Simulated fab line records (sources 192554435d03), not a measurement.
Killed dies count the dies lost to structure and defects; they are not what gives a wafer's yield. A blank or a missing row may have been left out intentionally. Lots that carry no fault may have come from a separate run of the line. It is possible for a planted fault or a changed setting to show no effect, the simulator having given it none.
A struck lot beside a sound one -- flow n5_finfet -- 21 out of 1938 route steps
Sound: the wafers L989.2, L989.3, L989.6. Struck: wafers L998.2, L998.3, L998.4. Last of all comes the cause.
Order at every step that has rows: each side's tool, ch and its chambers, its first start. Under that, the readings that differ: sound wafers -- struck wafers -- difference of the means -- sigmas: that difference in standard deviations of wafers without a fault.
alike: words and numbers the same on both sides, and readings whose means are apart by under 2 such deviations; not compared: readings that were withheld, readings missing a value for some wafer, numbers with overlapping values and no deviation given by the record, and bounds like >300 which may hide the same value.
Wherever a step has rows on one side only, a row that says differs or no value, or a row with sigmas, the two part there. Non-overlapping numbers with no deviation appear without sigmas and do not part them. Lack of a reading on every wafer of one side parts them only where that side has two or more wafers.

first, 9 steps without rows for these wafers: N5_PASSIVATION_HARDBAKE_31 (time 120 s); N5_PASSIVATION_DESCUM_32 (chemistry O2, time 7.9 s); N5_PASSIVATION_AL_ETCH_33 (etches Al in Cl2/BCl3, stops on TaN, target depth 2800 nm, time 466.7 s); N5_PASSIVATION_ETCH_59 (etches TaN in Cl2/BCl3, target depth 65 nm, time 34.9 s); N5_PASSIVATION_STRIP_34 (strips in O2); N5_PASSIVATION_STRIP_51 (strips in post etch residue remover, time 1200 s); N5_PASSIVATION_CLEAN_69 (cleans in IPA, time 180 s); N5_PASSIVATION_SRD_70 (time 30 s); N5_PASSIVATION_PECVD_53 (deposits SiO2 from TEOS/O2, target thk 800 nm, time 169.4 s).
N5_PASSIVATION_PECVD_35: deposits SiNx from SiH4/NH3/N2, target thk 700 nm, time 151.3 s.
  sound on pecvd-02 ch 1,2, day 15 03:32; struck on pecvd-02 ch 0,1, day 17 22:16
  alike: heater_power_w, rf_fwd_power_W, showerhead_plenum_p_Torr, throttle_valve_pct
then, 8 steps without rows for these wafers: N5_PASSIVATION_HMDS_37 (time 60 s); N5_PASSIVATION_COAT_38; N5_PASSIVATION_EBR_40; N5_PASSIVATION_SOFTBAKE_39 (time 120 s); N5_PASSIVATION_EXPOSE_41 (exposes mask PASS OPEN, defocus 0 nm, target cd 40000 nm); N5_PASSIVATION_PEB_42; N5_PASSIVATION_DEVELOP_43 (develop time 60 s); N5_PASSIVATION_HARDBAKE_45 (time 120 s).
N5_PASSIVATION_INSPECT_67: inspects for defects (macro).
  struck on defect_inspect-01, day 17 22:45; sound on defect_inspect-01, day 15 04:02
reading,sound,struck,difference,sigmas
raw_defect_count,1 0 3,>300 >300 >300,differs,
then, 1 step without rows for these wafers: N5_PASSIVATION_DESCUM_46 (chemistry O2, time 7.9 s).
N5_PASSIVATION_PROBE_49:
  struck on prober-02, day 18 01:54; sound on prober-01, day 15 07:16
reading,sound,struck,difference,sigmas
defect_limited_yield (%),90.2 91.2 91.7,78.8 79.1 81.0,-11.4,-8
killed_at_other,7 4 10,142 146 134,+134,+42
killed_dies,116 104 98,250 247 224,+134,+8
sort_bin_5_function (%),5.4 5.1 5.1,13.1 13.9 11.4,+7.6,+8
sort_n_pass,1064 1076 1082,930 933 956,-134,-8
sort_yield_pct (%),90.2 91.2 91.7,78.8 79.1 81.0,-11.4,-8
  alike: killed_at_M0_to_M3, killed_at_M4_up, killed_at_contacts, killed_at_front_end, killed_open, killed_short, sort_bin_6_memory

== WHERE THEY PART ==
At N5_PASSIVATION_INSPECT_67 first; at N5_PASSIVATION_PROBE_49 last (within this record only).

WHY: whatever the simulator had introduced
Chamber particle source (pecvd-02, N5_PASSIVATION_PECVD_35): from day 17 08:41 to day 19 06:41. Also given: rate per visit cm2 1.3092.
